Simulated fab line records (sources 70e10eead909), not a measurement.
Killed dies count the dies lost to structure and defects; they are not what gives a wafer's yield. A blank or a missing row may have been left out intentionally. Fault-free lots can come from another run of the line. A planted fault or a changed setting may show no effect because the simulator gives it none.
Chamber matching	flow nand-harc	ald-hk-03 running NHARC_A_WL_FILL_ALD_10: 4 sister chambers
The step deposits SiO2, target thk 50 nm, pulse time 10 s, ald cycles 500. 4 wafers are shown with their chamber, then 7 later ones without.

## WAFERS WITH THEIR CHAMBER
wafer	chamber	heater-power-w (W)
L874.1	2	453
L874.6	1	648
L884.2	3	419
L884.3	0	504

## WAFERS WHOSE CHAMBER IS MISSING
wafer	heater-power-w (W)
L884.6	425
L885.2	425
L885.3	499
L885.4	461
L886.2	449
L886.4	425
L886.1	624

## WHICH CHAMBER EACH ONE RAN IN
wafer	from the rows above	in truth
L884.6	3	3
L885.2	3	3
L885.3	0	0
L885.4	2	2
L886.2	2	2
L886.4	3	3
L886.1	1	1
Correctly placed: 7 of 7. From these rows, 0 cannot be placed. Placed wrongly: 0.
How it was worked out, from the rows above alone: a wafer's distance from a chamber is the root of the sum, over the readings, of the square of ((its reading less the chamber's mean) divided by the reading's scatter). If the next closest chamber is less than 2 further off than the closest, the wafer can't be placed; otherwise it belongs to the closest. The mean given for a chamber averages the wafers shown for that chamber. The scatter: with one shown wafer a chamber, the root of the mean of the squares of how far each hidden wafer lies from its nearest shown one.
